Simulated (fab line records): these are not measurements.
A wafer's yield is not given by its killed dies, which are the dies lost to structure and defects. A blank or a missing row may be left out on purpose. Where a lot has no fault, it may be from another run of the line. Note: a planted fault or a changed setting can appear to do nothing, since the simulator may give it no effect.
Which tool was responsible? + flow n5_finfet + 9 lots with 24 wafers sampled at 7 steps, on a route of 1938 steps

WHAT THE GAUGES SHOWED, per wafer
N5_BEOL_M0_SAQP_THK_MEAS_05. Usual: 60.1 nm for thk_nm, sd 0.75.
| lot  | measured     | on            | thk_nm (nm)    | flag |
|------|--------------|---------------|----------------|------|
| L111 | day 5 10:40  | film_metro-01 | 58.7 59.9 59.3 |      |
| L112 | day 5 15:37  | film_metro-01 | 59.8 61.1 61.1 |      |
| L116 | day 6 19:01  | film_metro-02 | 60.2 59.9 60.6 |      |
| L124 | day 8 20:43  | film_metro-02 | 41.9 59.9      | OFF  |
| L126 | day 9 09:08  | film_metro-01 | 43.4 59.4      | OFF  |
| L127 | day 9 14:59  | film_metro-02 | 43.4 60.4      | OFF  |
| L128 | day 9 18:40  | film_metro-01 | 59.0 60.1 59.6 |      |
| L130 | day 10 07:28 | film_metro-02 | 59.8 59.9 59.4 |      |
| L134 | day 11 07:48 | film_metro-01 | 58.8 59.7 60.0 |      |

N5_BEOL_M4_RC_MEAS_101. Usual: DIBL_N 35.8 mV/V, standard deviation 1.6; DIBL_P 36.0 mV/V, standard deviation 2.1; IOFF_N 0.153 nA/um, standard deviation 0.026; IOFF_P 0.21 nA/um, standard deviation 0.037; ION_N 673 uA/um, standard deviation 11; ION_P 462 uA/um, standard deviation 7.6; SS_N 71.4 mV/dec, standard deviation 0.53; SS_P 73.2 mV/dec, standard deviation 0.67; VT_N 250 mV, standard deviation 3.2; VT_P -250 mV, standard deviation 3.7.
| lot  | measured     | on        | DIBL_N (mV/V)  | DIBL_P (mV/V)  | IOFF_N (nA/um)    | IOFF_P (nA/um) | ION_N (uA/um) | ION_P (uA/um) | SS_N (mV/dec)  | SS_P (mV/dec)  | VT_N (mV)   | VT_P (mV)      | flag |
|------|--------------|-----------|----------------|----------------|-------------------|----------------|---------------|---------------|----------------|----------------|-------------|----------------|------|
| L111 | day 8 01:25  | prober-02 | 37.3 33.5 37.9 | 39.2 33.7 38.8 | 0.188 0.117 0.207 | 0.26 0.17 0.27 | 684 662 700   | 476 463 476   | 70.9 71.1 71.1 | 74.0 72.5 74.2 | 245 256 243 | -248 -251 -245 |      |
| L112 | day 8 09:25  | prober-02 | 35.3 37.4 35.5 | 36.1 37.9 35.7 | 0.139 0.165 0.137 | 0.18 0.20 0.18 | 670 675 673   | 453 460 456   | 71.1 71.7 71.6 | 73.2 73.4 72.4 | 252 250 253 | -255 -250 -252 |      |
| L116 | day 9 06:33  | prober-02 | 34.5 33.6 33.7 | 35.5 34.5 34.1 | 0.142 0.126 0.124 | 0.20 0.17 0.17 | 675 665 670   | 468 452 447   | 71.3 71.1 71.2 | 72.8 72.9 72.5 | 251 250 252 | -250 -254 -252 |      |
| L124 | day 11 11:49 | prober-01 | 34.2 34.2      | 35.2 34.9      | 0.139 0.136       | 0.20 0.21      | 672 676       | 467 472       | 71.2 71.8      | 72.5 72.8      | 252 253     | -251 -248      |      |
| L126 | day 12 04:47 | prober-01 | 36.1 36.9      | 37.6 37.6      | 0.159 0.176       | 0.25 0.23      | 666 691       | 470 473       | 71.6 72.4      | 73.5 73.8      | 251 251     | -246 -249      |      |
| L127 | day 12 05:26 | prober-02 | 37.0 36.3      | 35.1 34.5      | 0.148 0.134       | 0.20 0.19      | 672 669       | 463 459       | 71.8 71.4      | 72.9 73.2      | 253 251     | -249 -249      |      |
| L128 | day 12 11:53 | prober-01 | 35.1 35.1 37.1 | 36.0 35.8 38.2 | 0.145 0.148 0.178 | 0.19 0.19 0.22 | 665 671 678   | 459 458 460   | 70.7 71.4 72.4 | 73.7 72.8 74.1 | 251 249 249 | -252 -250 -252 |      |
| L130 | day 13 01:37 | prober-01 | 36.5 37.5 34.7 | 36.6 37.0 35.0 | 0.159 0.174 0.136 | 0.20 0.21 0.18 | 669 680 661   | 459 464 460   | 71.4 72.2 70.6 | 73.7 73.4 72.9 | 253 250 253 | -251 -249 -254 |      |
| L134 | day 13 18:08 | prober-01 | 38.3 34.6 35.0 | 36.3 32.5 33.8 | 0.182 0.124 0.136 | 0.21 0.17 0.18 | 675 668 665   | 454 456 461   | 71.5 71.3 71.1 | 73.9 72.6 73.1 | 248 254 249 | -251 -253 -253 |      |

EACH LOT AND THE TOOL THAT RAN IT (in order: tool; ch and the chambers of the sampled wafers; start)
| lot  | N5_MOL_CONTACT_COAG_ETCH_67        | N5_BEOL_M0_SAQP_PECVD_00       | N5_BEOL_M0_SAQP_PECVD_04        | N5_BEOL_M0_SAQP_HM_DEP_111      | N5_BEOL_M0_SAQP_MANDREL_ETCH_20 |
|------|------------------------------------|--------------------------------|---------------------------------|---------------------------------|---------------------------------|
| L111 | rie_diel-06 ch 0,2,3, day 5 04:41  | pecvd-02 ch 0,1,2, day 5 09:19 | pecvd-03 ch 0,1,2, day 5 10:35  | pecvd-01 ch 0,1,2, day 5 10:43  | rie_si-04 ch 0,2,3, day 5 11:33 |
| L112 | rie_diel-05 ch 0,1,3, day 5 10:09  | pecvd-02 ch 0,1,2, day 5 14:46 | pecvd-02 ch 0,1, day 5 15:32    | pecvd-03 ch 0,1, day 5 15:40    | rie_si-04 ch 1,2, day 5 16:28   |
| L116 | rie_diel-06 ch 0,3, day 6 13:38    | pecvd-02 ch 0,1,2, day 6 18:14 | pecvd-02 ch 0,1, day 6 18:56    | pecvd-02 ch 0,2, day 6 19:04    | rie_si-04 ch 0,1, day 6 19:52   |
| L124 | rie_diel-06 ch 1,2, day 8 14:37    | pecvd-03 ch 0,1, day 8 19:13   | pecvd-02 ch 1, day 8 20:35      | pecvd-03 ch 1,2, day 8 20:45    | rie_si-04 ch 2,3, day 8 21:37   |
| L126 | rie_diel-01 ch 0,3, day 9 03:41    | pecvd-01 ch 0, day 9 08:17     | pecvd-02 ch 0,2, day 9 09:02    | pecvd-03 ch 0,2, day 9 09:10    | rie_si-04 ch 0,2, day 9 10:05   |
| L127 | rie_diel-05 ch 0,3, day 9 08:25    | pecvd-02 ch 0,2, day 9 13:01   | pecvd-02 ch 0,1, day 9 14:54    | pecvd-01 ch 1,2, day 9 15:02    | rie_si-06 ch 1,2, day 9 15:43   |
| L128 | rie_diel-06 ch 0,2,3, day 9 10:04  | pecvd-02 ch 0,1, day 9 16:02   | pecvd-03 ch 0,1, day 9 18:32    | pecvd-02 ch 0,1,2, day 9 18:42  | rie_si-04 ch 2,3, day 9 19:23   |
| L130 | rie_diel-05 ch 1,2,3, day 10 00:20 | pecvd-03 ch 0,1, day 10 04:59  | pecvd-03 ch 1, day 10 07:18     | pecvd-02 ch 0,1,2, day 10 07:30 | rie_si-04 ch 1,2, day 10 08:19  |
| L134 | rie_diel-05 ch 2,3, day 11 01:39   | pecvd-02 ch 0,2, day 11 06:16  | pecvd-03 ch 0,1,2, day 11 07:41 | pecvd-01 ch 1,2, day 11 07:50   | rie_si-06 ch 2,3, day 11 08:32  |
- N5_MOL_CONTACT_COAG_ETCH_67: etches SOC in N2/H2, target depth 60 nm, overetch 21 nm, time 101.2 s.
- N5_BEOL_M0_SAQP_PECVD_00: deposits SiCN from 3MS/NH3, target thk 8 nm, time 14 s.
- N5_BEOL_M0_SAQP_PECVD_04: deposits a-Si from SiH4/He, target thk 60 nm, time 60.2 s.
- N5_BEOL_M0_SAQP_HM_DEP_111: deposits SiO2 from SiH4/N2O, target thk 12 nm, time 7.2 s.
- N5_BEOL_M0_SAQP_MANDREL_ETCH_20: etches a-Si in HBr/Cl2, stops on SiNx, target depth 60 nm, bt time 10 s, time 30 s.

WHAT THE TOOLS THEMSELVES READ (means of the sampled wafers that have a number; where no wafer has one, the mark that the record gives instead)
N5_MOL_CONTACT_COAG_ETCH_67. Usual: drypump_motor_current_A 5.7 A, standard deviation 0.53; n2_flow_sccm 200.0 sccm, standard deviation 0.61; oes_product_au 0.65 a.u., standard deviation 0.061; rf_vpp_V 525.3 V, standard deviation 2.2; showerhead_plenum_p_Torr 2.59 Torr, standard deviation 0.079; throttle_valve_pct 17.84 %, standard deviation 0.23.
| lot  | tool        | drypump_motor_current_A (A) | n2_flow_sccm (sccm) | oes_product_au (a.u.) | rf_vpp_V (V) | showerhead_plenum_p_Torr (Torr) | throttle_valve_pct (%) | flag |
|------|-------------|-----------------------------|---------------------|-----------------------|--------------|---------------------------------|------------------------|------|
| L111 | rie_diel-06 | 5.8                         | 200.2               | 0.66                  | 524.7        | 2.56                            | 17.83                  |      |
| L112 | rie_diel-05 | 6.0                         | 200.2               | 0.67                  | 526.0        | 2.63                            | 17.73                  |      |
| L116 | rie_diel-06 | 5.2                         | 200.2               | 0.69                  | 522.9        | 2.51                            | 17.81                  |      |
| L124 | rie_diel-06 | 5.9                         | 199.4               | 0.61                  | 526.0        | 2.56                            | 17.71                  |      |
| L126 | rie_diel-01 | 5.2                         | 200.4               | 0.65                  | 523.0        | 2.53                            | 17.92                  |      |
| L127 | rie_diel-05 | 6.2                         | 200.2               | 0.63                  | 524.9        | 2.59                            | 17.69                  |      |
| L128 | rie_diel-06 | 5.8                         | 200.1               | 0.63                  | 524.2        | 2.54                            | 17.89                  |      |
| L130 | rie_diel-05 | 5.5                         | 200.2               | 0.64                  | 526.8        | 2.66                            | 17.87                  |      |
| L134 | rie_diel-05 | 5.5                         | 200.3               | 0.65                  | 526.5        | 2.66                            | 17.72                  |      |

N5_BEOL_M0_SAQP_PECVD_00. Usual: showerhead_plenum_p_Torr 3.674 Torr, standard deviation 0.013; throttle_valve_pct 9.2 %, standard deviation 0.46.
| lot  | tool     | showerhead_plenum_p_Torr (Torr) | throttle_valve_pct (%) | flag |
|------|----------|---------------------------------|------------------------|------|
| L111 | pecvd-02 | 3.677                           | 9.1                    |      |
| L112 | pecvd-02 | 3.672                           | 9.1                    |      |
| L116 | pecvd-02 | 3.672                           | 9.1                    |      |
| L124 | pecvd-03 | 3.696                           | 9.5                    |      |
| L126 | pecvd-01 | 3.651                           | 9.6                    |      |
| L127 | pecvd-02 | 3.670                           | 8.9                    |      |
| L128 | pecvd-02 | 3.673                           | 9.2                    |      |
| L130 | pecvd-03 | 3.694                           | 9.6                    |      |
| L134 | pecvd-02 | 3.664                           | 9.0                    |      |

N5_BEOL_M0_SAQP_PECVD_04. Usual: heater_power_w 618 W, standard deviation 96; showerhead_plenum_p_Torr 5.70 Torr, standard deviation 0.049; throttle_valve_pct 18.4 %, standard deviation 0.9.
| lot  | tool     | heater_power_w (W) | showerhead_plenum_p_Torr (Torr) | throttle_valve_pct (%) | flag |
|------|----------|--------------------|---------------------------------|------------------------|------|
| L111 | pecvd-03 | 627                | 5.73                            | 18.6                   |      |
| L112 | pecvd-02 | 656                | 5.70                            | 18.9                   |      |
| L116 | pecvd-02 | 604                | 5.69                            | 18.9                   |      |
| L124 | pecvd-02 | 500                | 5.69                            | 19.5                   |      |
| L126 | pecvd-02 | 648                | 5.69                            | 17.9                   |      |
| L127 | pecvd-02 | 690                | 5.71                            | 18.8                   |      |
| L128 | pecvd-03 | 652                | 5.77                            | 19.2                   |      |
| L130 | pecvd-03 | 594                | 5.77                            | 19.5                   |      |
| L134 | pecvd-03 | 636                | 5.73                            | 18.1                   |      |

N5_BEOL_M0_SAQP_HM_DEP_111. Usual: heater_power_w 763 W, standard deviation 110; showerhead_plenum_p_Torr 8.25 Torr, standard deviation 0.15.
| lot  | tool     | heater_power_w (W) | showerhead_plenum_p_Torr (Torr) | flag |
|------|----------|--------------------|---------------------------------|------|
| L111 | pecvd-01 | 705                | 8.16                            |      |
| L112 | pecvd-03 | 797                | 8.43                            |      |
| L116 | pecvd-02 | 792                | 8.17                            |      |
| L124 | pecvd-03 | 747                | 8.25                            |      |
| L126 | pecvd-03 | 799                | 8.27                            |      |
| L127 | pecvd-01 | 736                | 8.21                            |      |
| L128 | pecvd-02 | 764                | 8.20                            |      |
| L130 | pecvd-02 | 828                | 8.20                            |      |
| L134 | pecvd-01 | 736                | 8.24                            |      |

N5_BEOL_M0_SAQP_MANDREL_ETCH_20. Usual: drypump_motor_current_A 5.6 A, standard deviation 0.5; oes_product_au 0.774 a.u., standard deviation 0.01; throttle_valve_pct 35.4 %, standard deviation 0.34.
| lot  | tool      | drypump_motor_current_A (A) | oes_product_au (a.u.) | throttle_valve_pct (%) | flag |
|------|-----------|-----------------------------|-----------------------|------------------------|------|
| L111 | rie_si-04 | 5.4                         | 0.765                 | 35.6                   |      |
| L112 | rie_si-04 | 5.3                         | 0.785                 | 35.3                   |      |
| L116 | rie_si-04 | 5.3                         | 0.774                 | 35.3                   |      |
| L124 | rie_si-04 | 5.3                         | 0.703                 | 35.8                   | OFF  |
| L126 | rie_si-04 | 5.7                         | 0.712                 | 35.7                   | OFF  |
| L127 | rie_si-06 | 6.5                         | 0.708                 | 35.5                   | OFF  |
| L128 | rie_si-04 | 5.5                         | 0.776                 | 35.7                   |      |
| L130 | rie_si-04 | 5.3                         | 0.785                 | 35.0                   |      |
| L134 | rie_si-06 | 5.3                         | 0.766                 | 35.5                   |      |

THE ANSWER, worked out from the rows above alone
Rule: lot off if the mean of its wafers having a number is beyond 3 standard deviations from the usual mean. A lot without any number at a reading at which 4 lots or more have one is off too. Any other lot the step has rows for is counted as sound. After the gauges, taken in route order, come the tools' own readings; for these a lot's mean is taken, as printed above. At the first step where some lot is off, the reading lying furthest off is the one used; lots without a number count as furthest.
Off: L124, L126, L127, at N5_BEOL_M0_SAQP_THK_MEAS_05 (thk_nm).
A tool fits if, at a process step before that reading, it ran every lot that is off, and no sound lot after the first of them. The gauges at N5_BEOL_M0_SAQP_THK_MEAS_05 aren't tried: what is off there is off at N5_BEOL_M0_SAQP_MANDREL_ETCH_20 too, on other tools, and a gauge's error can't cause that. One candidate fits, namely pecvd-02 at N5_BEOL_M0_SAQP_PECVD_04. A fault onset in the window from L116 (day 6 18:56, its last sound lot) to L124 (day 8 20:35, its first lot off) fits.

WHAT THE SIMULATOR HAD PUT IN
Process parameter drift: pecvd-02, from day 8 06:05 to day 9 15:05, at N5_BEOL_M0_SAQP_PECVD_04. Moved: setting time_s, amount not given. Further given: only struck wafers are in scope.
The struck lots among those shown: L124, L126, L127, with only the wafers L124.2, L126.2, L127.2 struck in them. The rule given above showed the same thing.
